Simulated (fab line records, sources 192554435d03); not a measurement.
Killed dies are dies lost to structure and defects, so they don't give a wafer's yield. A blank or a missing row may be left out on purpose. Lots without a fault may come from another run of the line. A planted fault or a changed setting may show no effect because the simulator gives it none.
Chamber matching | flow n5_finfet | N5_BEOL_M5_ALD_86 on ald_metal-04: 4 sister chambers
The step deposits TaN, pulse time 2 s, purge time 3 s, co reactant purge time 2 s. 18 wafers are shown with their chamber, then 9 later ones without.

WAFERS WITH THEIR CHAMBER
wafer  | chamber | heater_power_w (W) | mfc_carrier_sccm (sccm)
L075.1 | 1       | 396                | 1494
L075.2 | 0       | 428                | 1501
L075.4 | 2       | 448                | 1493
L076.1 | 3       | 431                | 1500
L076.3 | 1       | 410                | 1490
L076.4 | 2       | 446                | 1502
L078.2 | 1       | 407                | 1504
L078.4 | 2       | 460                | 1503
L078.5 | 0       | 430                | 1506
L080.1 | 1       | 416                | 1490
L080.2 | 2       | 447                | 1505
L080.6 | 0       | 423                | 1507
L081.1 | 0       | 416                | 1496
L081.3 | 3       | 429                | 1499
L081.4 | 1       | 416                | 1504
L083.1 | 0       | 422                | 1497
L083.4 | 3       | 416                | 1503
L083.6 | 3       | 424                | 1508

SIGNATURES (means of the wafers above)
reading          | chamber 0 | chamber 1 | chamber 2 | chamber 3 | scatter within a chamber
heater_power_w   | 423.80    | 409.00    | 450.25    | 425.00    | 6.84
mfc_carrier_sccm | 1501.40   | 1496.40   | 1500.75   | 1502.50   | 5.59
Rule: a wafer's distance from a chamber is the root of the sum, over the readings, of the square of ((its reading less the chamber's mean) divided by the reading's scatter). The wafer belongs to the nearest chamber; if the next one is less than 2 further off, it can't be placed. The scatter: the root of (the sum of the squares of (reading less its chamber's mean) over the shown wafers, divided by (wafers less chambers)).

WAFERS WITHOUT THEIR CHAMBER
wafer  | heater_power_w (W) | mfc_carrier_sccm (sccm)
L084.3 | 418                | 1501
L084.5 | 431                | 1493
L084.6 | 425                | 1495
L086.1 | 414                | 1507
L086.4 | 429                | 1499
L086.5 | 456                | 1494
L096.3 | 424                | 1499
L096.4 | 409                | 1505
L096.6 | 417                | 1504

WHICH CHAMBER EACH WENT THROUGH
wafer  | from the rows above               | in truth
L084.3 | can't be placed: 0 or 3 or 1      | 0
L084.5 | can't be placed: 0 or 3 or 2 or 1 | 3
L084.6 | can't be placed: 0 or 3 or 1      | 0
L086.1 | can't be placed: 0 or 3 or 1      | 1
L086.4 | can't be placed: 3 or 0           | 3
L086.5 | 2                                 | 2
L096.3 | can't be placed: 0 or 3 or 1      | 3
L096.4 | can't be placed: 1 or 0 or 3      | 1
L096.6 | can't be placed: 0 or 3 or 1      | 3
Placed correctly: 1 of 9. Can't be placed from these rows: 8 (the true chamber is among the candidates in 8). Placed wrongly: 0.
